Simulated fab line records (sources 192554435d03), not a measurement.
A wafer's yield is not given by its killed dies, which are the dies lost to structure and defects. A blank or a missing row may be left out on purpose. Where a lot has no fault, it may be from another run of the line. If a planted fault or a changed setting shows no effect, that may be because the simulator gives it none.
Split-lot study	flow n5-finfet	on a route of 1938 steps: 7 lots, 21 wafers read

== SPLIT DETAILS ==
At N5_BEOL_M13_COAT_66 (time 60 s, resist thk 110 nm), the setting spin-rpm was moved away from the recipe's 1500 rpm on 4 of the 21 wafers read, by -9.2% to +9.7%. All remaining wafers had this setting at the recipe value.

== FROM THE SPLIT TO THE READING: what the file shows between them, 4 steps ==
- N5_BEOL_M13_DEVELOP_27: develop time 45 s (also split here: develop-time-s)
- N5_BEOL_M13_HARDBAKE_32: time 120 s
- N5_BEOL_M13_DESCUM_33: chemistry O2, time 7.9 s
- N5_BEOL_M13_ETCH_67: etches SiARC in CF4, target depth 143 nm, time 238.3 s

== THE READING ==
SiARC_of_BEOL_M13_COAT_66.thk-nm (the simulator's own value, which no gauge read), in nm, at N5_BEOL_M13_ETCH_68 (etches SOC in N2/H2, time 355 s). No usual value for it is given in the file. Average 77.4 nm, standard deviation 0.68 nm, over the 17 wafers here run with the recipe.

wafer	tool, chamber at the split	spin-rpm as run, rpm	against the recipe	SiARC_of_BEOL_M13_COAT_66.thk-nm, nm	against lot-mates on the recipe
L074.2	litho-track-02, 0	1500	recipe	78	-
L074.3	litho-track-02, 0	1500	recipe	78.6	-
L074.5	litho-track-02, 0	1500	recipe	77.8	-
L076.3	litho-track-02, 0	1500	recipe	77.8	-
L076.6	litho-track-02, 0	1500	recipe	77.8	-
L076.4	litho-track-02, 0	1500	recipe	78.2	-
L080.2	litho-track-02, 0	1646	+9.7%	72.6	-5.0
L080.4	litho-track-02, 0	1500	recipe	77.6	-
L080.6	litho-track-02, 0	1646	+9.7%	72.8	-4.8
L082.1	litho-track-02, 0	1362	-9.2%	82.8	+5.4
L082.2	litho-track-02, 0	1500	recipe	77.4	-
L082.5	litho-track-02, 0	1362	-9.2%	83	+5.6
L083.2	litho-track-02, 0	1500	recipe	76.6	-
L083.4	litho-track-02, 0	1500	recipe	77.4	-
L083.6	litho-track-02, 0	1500	recipe	77.6	-
L089.3	litho-track-01, 0	1500	recipe	76.4	-
L089.4	litho-track-01, 0	1500	recipe	77.6	-
L089.5	litho-track-01, 0	1500	recipe	76.8	-
L087.2	litho-track-04, 0	1500	recipe	76.6	-
L087.4	litho-track-04, 0	1500	recipe	77	-
L087.6	litho-track-04, 0	1500	recipe	76	-

FIT RESULTS
A straight line over all 21 wafers: SiARC_of_BEOL_M13_COAT_66.thk-nm changes by -0.537 nm for each +1% of spin-rpm; r = -0.96; the points scatter about the line by 0.68 nm.
The same after taking each lot's own level away (the mean of its wafers on the recipe; 21 wafers): -0.548 nm for each +1%; r = -0.99; scatter 0.39 nm.
That fit puts the effect of the largest move of spin-rpm on the reading at 5.3 nm.
From 76.53 to 78.13 nm: that is the span of the lots' own levels, equal to 2.4 times the standard deviation above.
Consequently the slope shifts little with the lot-to-lot level, the two slopes agreeing.
Check: for one of the wafers moved furthest among these (+9.7%), held out of the fit, the line's prediction against its lot-mates is -5.36 nm. Against them it came out at -5 nm.

== ADDITIONAL SPLITS CARRIED BY THESE WAFERS ==
Note: prior to the reading, these wafers also went through further splits. Each is held against what the fit with the lots' levels taken away leaves over:
other split on the same wafers	wafers away from the commonest value	r with SiARC_of_BEOL_M13_COAT_66.thk-nm (lot level and that fit taken away)
N5_BEOL_M9_DESCUM_16 time-s	7	-0.12
N5_BEOL_M10_COAT_05 spin-rpm	5	+0.39
N5_BEOL_M10_ETCH_62 time-s	9	-0.27
N5_BEOL_M11_ETCH_66 time-s	6	-0.25
N5_BEOL_M11_VIA_ETCH_34 time-s	7	-0.06
N5_BEOL_M13_DEVELOP_27 develop-time-s	7	+0.16

== THE WHOLE CHAIN: every reading that the file lists as answering this split, in the file's order ==
step	what it does	reading	change (the file's fit)	r (the file's)
N5_BEOL_M13_COAT_66	time 60 s, resist thk 110 nm	SiARC_of_BEOL_M13_COAT_66.thk-nm (the simulator's own value, which no gauge read)	-0.543 nm for each +1% of the setting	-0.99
N5_BEOL_M13_ETCH_67	etches SiARC in CF4, target depth 143 nm, time 238.3 s	etch.depth-nm (the simulator's own value, which no gauge read)	-0.547 nm for each +1% of the setting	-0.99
N5_BEOL_M13_ETCH_67	etches SiARC in CF4, target depth 143 nm, time 238.3 s	coat_of_BEOL_M13_COAT_22.thk-nm (the simulator's own value, which no gauge read)	+0.315 nm for each +1% of the setting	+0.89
N5_BEOL_M13_ETCH_68	etches SOC in N2/H2, time 355 s	SiARC_of_BEOL_M13_COAT_66.thk-nm (the simulator's own value, which no gauge read)	-0.548 nm for each +1% of the setting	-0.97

== FILE'S OWN FIT ==
SiARC_of_BEOL_M13_COAT_66.thk-nm changes by -0.548 nm for each +1% of spin-rpm, r = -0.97.
